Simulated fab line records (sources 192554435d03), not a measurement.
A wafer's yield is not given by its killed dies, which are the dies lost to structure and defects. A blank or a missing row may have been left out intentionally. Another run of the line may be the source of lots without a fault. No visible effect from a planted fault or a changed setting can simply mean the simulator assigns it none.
Matching of chambers || flow n5 finfet || N5_BEOL_M10_CURE_71 on uv cure-01: 3 sister chambers
The step cures SiCOH lowk, time 240 s. 5 wafers are shown with their chamber, then 11 later ones without.

WAFERS, EACH WITH ITS CHAMBER
{"wafer": "L089.3", "chamber": 1, "wafer_temp_C_max": 388.2, "lamp power pct (%)": 52.41}
{"wafer": "L089.4", "chamber": 1, "wafer_temp_C_max": 387.7, "lamp power pct (%)": 52.43}
{"wafer": "L090.4", "chamber": 2, "wafer_temp_C_max": 386.7, "lamp power pct (%)": 52.26}
{"wafer": "L090.6", "chamber": 2, "wafer_temp_C_max": 387.3, "lamp power pct (%)": 52.27}
{"wafer": "L093.3", "chamber": 0, "wafer_temp_C_max": 387.8, "lamp power pct (%)": 52.27}

WAFERS WITHOUT THEIR CHAMBER
{"wafer": "L093.4", "wafer_temp_C_max": 387.4, "lamp power pct (%)": 52.29}
{"wafer": "L093.5", "wafer_temp_C_max": 386.9, "lamp power pct (%)": 52.35}
{"wafer": "L096.1", "wafer_temp_C_max": 385.8, "lamp power pct (%)": 52.30}
{"wafer": "L096.2", "wafer_temp_C_max": 386.3, "lamp power pct (%)": 52.29}
{"wafer": "L096.3", "wafer_temp_C_max": 386.2, "lamp power pct (%)": 52.20}
{"wafer": "L096.4", "wafer_temp_C_max": 386.0, "lamp power pct (%)": 52.30}
{"wafer": "L096.5", "wafer_temp_C_max": 386.2, "lamp power pct (%)": 52.34}
{"wafer": "L096.6", "wafer_temp_C_max": 386.4, "lamp power pct (%)": 52.41}
{"wafer": "L095.1", "wafer_temp_C_max": 386.5, "lamp power pct (%)": 52.25}
{"wafer": "L095.3", "wafer_temp_C_max": 386.6, "lamp power pct (%)": 52.39}
{"wafer": "L095.4", "wafer_temp_C_max": 386.1, "lamp power pct (%)": 52.39}

CHAMBER TAKEN BY EACH
{"wafer": "L093.4", "from the rows above": "can't be placed: 0 or 2", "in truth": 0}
{"wafer": "L093.5", "from the rows above": "can't be placed: 1 or 0 or 2", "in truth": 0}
{"wafer": "L096.1", "from the rows above": "can't be placed: 2 or 0", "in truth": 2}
{"wafer": "L096.2", "from the rows above": "can't be placed: 2 or 0", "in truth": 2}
{"wafer": "L096.3", "from the rows above": "can't be placed: 2 or 0", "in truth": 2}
{"wafer": "L096.4", "from the rows above": "can't be placed: 2 or 0", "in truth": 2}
{"wafer": "L096.5", "from the rows above": "can't be placed: 2 or 0 or 1", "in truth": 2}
{"wafer": "L096.6", "from the rows above": 1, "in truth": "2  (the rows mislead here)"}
{"wafer": "L095.1", "from the rows above": "can't be placed: 2 or 0", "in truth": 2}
{"wafer": "L095.3", "from the rows above": 1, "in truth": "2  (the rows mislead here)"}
{"wafer": "L095.4", "from the rows above": 1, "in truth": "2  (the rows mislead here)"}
Placed correctly: 0 of 11. From these rows, 8 cannot be placed; in 8 the true chamber is one of the candidates. 3 placed wrongly.
How it was worked out, from the rows above alone: a wafer's distance from a chamber is the root of the sum, over the readings, of the square of ((its reading less the chamber's mean) divided by the reading's scatter). If the next closest chamber is less than 2 further off than the closest, the wafer can't be placed; otherwise it belongs to the closest. The mean given for a chamber averages the wafers shown for that chamber. The scatter is the square root of a quotient: the sum, over the shown wafers, of each reading's squared deviation from its chamber's mean, divided by wafers minus chambers.
